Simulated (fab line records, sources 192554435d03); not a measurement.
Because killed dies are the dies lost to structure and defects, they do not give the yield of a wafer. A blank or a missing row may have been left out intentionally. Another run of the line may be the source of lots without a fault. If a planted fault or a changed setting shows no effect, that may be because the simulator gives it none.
Problem report in the 8D (eight disciplines) form, filled by code    flow n5Finfet    the parts of the form that need people (team, actions taken, sign-off) are left out

== 1. PROBLEM STATEMENT ==
etchRfOnTimeS at N5_SDB_ETCH_17 reads a mean of 27.1 s on 2 wafers of 2 lots; wafers without a fault read 39.5 s with a standard deviation of 1.6. That puts it -7.8 standard deviations away from the usual mean.
The step: etches SiARC in CF4, target depth 23.4 nm, time 39 s.
The first sign was on wafer L903.4 at day 4 22:23, on rieDiel-03. Wafers with a number at this step in the record: 33, from 12 lots. By rule, "out" or "out of limits" means more than 4 standard deviations away from the usual mean. The other wafers with a number count as sound.

== 2. WHAT IT IS, AND WHAT IT ISN'T ==
question                     is                is not
which readings at this step  etchRfOnTimeS     drypumpMotorCurrentA, rfVppV, showerheadPlenumPTorr, throttleValvePct
which lots                   L903, L906        L901, L902, L904, L912, L913, L915, L916, L921, L922, L923
which wafers of those lots   L903.4, L906.1    L903.2, L906.6
read on which tools          rieDiel-03        rieDiel-01, rieDiel-06
when                         from day 4 22:23  up to then (10 sound wafers); but 21 sound wafers of L906, L912, L913, L915, L916, L921, L922, L923 came after

== 3. WHAT RULES OUT EACH SUSPECT ==
Counting: a tool at a process step up to the reading stays a suspect if it ran every lot that is out. Sound lots after the first of them don't rule it out here, since some wafers of a struck lot are sound.
- cmp-03 at N5_ILD0_CMP_07 (polishes SiO2 flowable, stops on poly-Si, t overpolish 1.18 s, target thk 138.88 nm): kept. It ran every lot that is out, first L903 (day 4 17:31).
- rieDiel-03 at N5_SDB_ETCH_17 (etches SiARC in CF4, target depth 23.4 nm, time 39 s): kept. It ran every lot that is out, first L903 (day 4 22:23); its last sound lot up to then is L904 (day 4 18:13). Out on those wafers are its own readings of etchRfOnTimeS.
The count leaves rieDiel-03 at N5_SDB_ETCH_17 and cmp-03 at N5_ILD0_CMP_07.

== 4. THE CAUSE (what the simulator had put in) ==
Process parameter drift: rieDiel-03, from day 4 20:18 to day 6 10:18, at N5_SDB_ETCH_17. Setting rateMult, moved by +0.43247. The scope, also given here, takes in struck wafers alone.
Counting leaves 2 suspects; this tool is one of them.

== 5. THE CHAIN OF EFFECTS, in route order ==
Each row: a reading where the mean over the struck wafers with a number is more than 3 standard deviations away from the usual. Only readings for which the record gives a usual standard deviation are gone through. hours: the time from each lot's start at the first step in this table that gives one to its start at this step, as a median over the lots. sigmas: the change in usual standard deviations.
hours  step            reading        usual   on struck wafers  change  sigmas
0      N5_SDB_ETCH_17  etchRfOnTimeS  39.5 s  27.1              -12.4   -7.8
Process steps it contains:
- N5_SDB_ETCH_17: etches SiARC in CF4, target depth 23.4 nm, time 39 s.

== 6. HOW IT WOULD HAVE BEEN CAUGHT EARLIER ==
First out-of-limits reading in this record: day 4 22:23, which is 2 hours after fault onset at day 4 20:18.
